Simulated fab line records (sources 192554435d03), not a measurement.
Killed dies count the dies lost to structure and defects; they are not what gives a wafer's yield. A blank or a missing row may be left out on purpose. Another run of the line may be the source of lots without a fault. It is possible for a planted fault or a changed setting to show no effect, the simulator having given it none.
Split-lot experiment + flow n5Finfet + 21 wafers read across 7 lots, on a route 1938 steps long

ABOUT THE SPLIT
At N5_BEOL_M15_EXPOSE_25 (exposes mask M15, target cd 400 nm), the setting doseMj was moved away from the recipe's 35.5 on 9 of the 21 wafers read, by -3.0% to +5.2%. All remaining wafers had this setting at the recipe value.

FROM THE SPLIT TO THE READING: what the file shows between them, 2 steps
- N5_BEOL_M15_DEVELOP_27: develop time 45 s (also split here: developTimeS)
- N5_BEOL_M15_HARDBAKE_32: time 120 s

THE READING
Shown in nm: cdNm at N5_BEOL_M15_CD_MEAS_28, with target cd 407.6 nm. Fault-free wafers of this fab line usually give 407.6 nm, standard deviation 1.5 nm.

| wafer  | tool, chamber at the split | doseMj as run | against the recipe | cdNm, nm | against lot-mates on the recipe |
|--------|----------------------------|---------------|--------------------|----------|---------------------------------|
| L076.1 | krfScanner-01, 0           | 35.5          | recipe             | 409.2    | -                               |
| L076.3 | krfScanner-01, 0           | 37.35         | +5.2%              | 413.9    | +4.7                            |
| L076.4 | krfScanner-01, 0           | 37.35         | +5.2%              | 415.1    | +5.9                            |
| L083.1 | krfScanner-01, 0           | 34.44         | -3.0%              | 402.0    | -5.1                            |
| L083.3 | krfScanner-01, 0           | 35.5          | recipe             | 407.1    | -                               |
| L083.4 | krfScanner-01, 0           | 34.44         | -3.0%              | 402.6    | -4.5                            |
| L084.1 | krfScanner-01, 0           | 35.5          | recipe             | 405.0    | -                               |
| L084.3 | krfScanner-01, 0           | 35.5          | recipe             | 405.7    | -                               |
| L084.5 | krfScanner-01, 0           | 35.5          | recipe             | 406.0    | -                               |
| L086.1 | krfScanner-01, 0           | 35.5          | recipe             | 407.1    | -                               |
| L086.2 | krfScanner-01, 0           | 36.85         | +3.8%              | 412.4    | +5.3                            |
| L086.6 | krfScanner-01, 0           | 36.85         | +3.8%              | 412.8    | +5.7                            |
| L090.1 | krfScanner-01, 0           | 35.5          | recipe             | 406.4    | -                               |
| L090.4 | krfScanner-01, 0           | 36.93         | +4.0%              | 412.3    | +5.9                            |
| L090.6 | krfScanner-01, 0           | 36.93         | +4.0%              | 416.2    | +9.8                            |
| L096.1 | krfScanner-01, 0           | 35.5          | recipe             | 407.2    | -                               |
| L096.3 | krfScanner-01, 0           | 35.5          | recipe             | 406.1    | -                               |
| L096.4 | krfScanner-01, 0           | 35.5          | recipe             | 408.5    | -                               |
| L097.2 | krfScanner-02, 0           | 35.5          | recipe             | 407.7    | -                               |
| L097.4 | krfScanner-02, 0           | 35.5          | recipe             | 407.2    | -                               |
| L097.5 | krfScanner-02, 0           | 34.62         | -2.5%              | 404.8    | -2.6                            |

THE FIT
A straight line over all 21 wafers: cdNm changes by +1.51 nm for each +1% of doseMj; r = +0.95; the points scatter about the line by 1.2 nm.
The same after taking each lot's own level away (the mean of its wafers on the recipe; 21 wafers): +1.4 nm for each +1%; r = +0.94; scatter 1.3 nm.
According to that fit, moving doseMj by its largest amount changes the reading by 7.3 nm.
The lots' own levels span 405.57 to 409.20 nm, that is 2.4 times the standard deviation above.
The two slopes agree, so the slope changes little with the lot-to-lot level.
Check: +7.96 nm against its lot-mates is what the line predicts for one of the wafers moved furthest among these (+5.2%) when that wafer is left out of the fit. Against them it came out at +4.7 nm.

OTHER SPLITS ON THESE WAFERS
Before the reading, these wafers also passed through other splits. Each is held against what the fit with the lots' levels taken away leaves over:
| other split on the same wafers      | wafers away from the commonest value | r with cdNm (lot level and that fit taken away) |
|-------------------------------------|--------------------------------------|-------------------------------------------------|
| N5_BEOL_M13_ILD_DEP_00 timeS        | 7                                    | +0.06                                           |
| N5_BEOL_M14_COAT_04 spinRpm         | 9                                    | -0.02                                           |
| N5_BEOL_M15_DEVELOP_27 developTimeS | 7                                    | +0.37                                           |

THE WHOLE CHAIN: every reading that the file lists as answering this split, in the file's order
| step                   | what it does             | reading                                                        | change (the file's fit)              | r (the file's) |
|------------------------|--------------------------|----------------------------------------------------------------|--------------------------------------|----------------|
| N5_BEOL_M15_CD_MEAS_28 | target cd 407.6 nm       | cdNm                                                           | +1.39 nm for each +1% of the setting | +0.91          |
| N5_BEOL_M15_DESCUM_33  | chemistry O2, time 7.9 s | BEOL_M15.cdNm (the simulator's own value, which no gauge read) | +1.39 nm for each +1% of the setting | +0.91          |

FILE'S OWN FIT
cdNm changes by +1.39 nm for each +1% of doseMj, r = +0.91.
